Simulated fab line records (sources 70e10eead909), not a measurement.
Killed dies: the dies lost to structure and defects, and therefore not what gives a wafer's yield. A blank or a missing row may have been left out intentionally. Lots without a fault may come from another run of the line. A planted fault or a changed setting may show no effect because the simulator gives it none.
Struck lot and sound lot, side by side | flow nand-harc | 14 steps out of a route of 1302
Sound: wafers L814.1, L814.3, L814.4. Wafers struck: L806.1, L806.3, L806.5. The cause is named last.
For every step that has rows: the tool of each side, followed by ch and its chambers, followed by its first start. Under that, the readings that differ: sound wafers | struck wafers | difference of the means | sigmas: that difference in standard deviations of wafers without a fault.
alike: readings whose means differ by less than 2 such deviations, and words and numbers that are the same on both sides. not compared: withheld readings, readings that some wafer has no value for, bounds like >300 that may hide the same value, and numbers for which the record gives no deviation and whose values overlap.
A row with sigmas, a row that says differs or no value, or rows on one side alone: a step with any of these is where the two part. Numbers that don't overlap but have no deviation are shown without sigmas and don't part them. A reading missing from all wafers of one side parts the sides only when that side holds two or more wafers.

NHARC_A_BLC_STRIP_29: strips in CF4.
  sound on rie-diel-04 ch 0,1,3, day 29 12:50; struck on rie-diel-04 ch 1,2,3, day 26 07:16
  alike: drypump-motor-current-A, oes-product-au, rf-vpp-V, showerhead-plenum-p-Torr, throttle-valve-pct
  not compared: rf-hours-counter-h
NHARC_A_BLC_STRIP_21: strips in O2.
  sound on rie-diel-04 ch 1,2,3, day 29 12:56; struck on rie-diel-04 ch 0,2,3, day 26 07:22
  alike: drypump-motor-current-A, oes-product-au, rf-vpp-V, showerhead-plenum-p-Torr, throttle-valve-pct
  not compared: rf-hours-counter-h
then, 1 step without rows for these wafers: NHARC_A_BLC_STRIP_22 (strips in post etch residue remover, time 600 s).
NHARC_A_BLC_DEGAS_30: time 60 s.
  sound on pvd-sputter-03 at day 29 13:22; struck on pvd-sputter-01 at day 26 07:47
  alike: heater-power-w
then, 1 step without rows for these wafers: NHARC_A_BLC_PRE_CLEAN_31 (time 15 s).
NHARC_A_BLC_PVD_32: deposits Ti, target thk 5 nm, time 17.7 s.
  sound on pvd-sputter-03; struck on pvd-sputter-01
  alike: chamber-pressure-pa, substrate-temp-c, throttle-valve-pct
NHARC_A_BLC_ALD_23: deposits TiN, target thk 3 nm, pulse time 1 s, ald cycles 150.
  sound on ald-metal-04 ch 0,1,3, day 29 13:37; struck on ald-metal-01 ch 1,2,3, day 26 08:03
  alike: heater-power-w, precursor-pulse-height-rel
then, 3 steps without rows for these wafers: NHARC_A_BLC_CVD_24 (deposits W, target thk 150 nm, time 434 s); NHARC_A_BLC_CMP_25 (polishes, t overpolish 30 s, target thk 150 nm); NHARC_A_BLC_SRD_27.
NHARC_A_BLC_INSPECT_28:
  sound on defect-inspect-01 at day 29 14:44; struck on defect-inspect-02 at day 26 09:11
  alike: raw-defect-count
NHARC_A_M0_DEP_00: deposits SiOC, target thk 150 nm.
  sound on pecvd-02 ch 0,1, day 29 14:49; struck on pecvd-03 ch 0,2, day 26 09:17
  no value came back on the struck wafers for chamber-pressure-Torr (Torr), rf-fwd-power-W (W); on the sound wafers chamber-pressure-Torr (Torr) reads 5.000 4.991 4.985
then, 2 steps without rows for these wafers: NHARC_A_M0_DEHYDRATE_01 (time 120 s); NHARC_END_SORT_01.

WHERE THEY PART
Only at NHARC_A_M0_DEP_00, as far as this record shows.

WHY: what had been put in by the simulator
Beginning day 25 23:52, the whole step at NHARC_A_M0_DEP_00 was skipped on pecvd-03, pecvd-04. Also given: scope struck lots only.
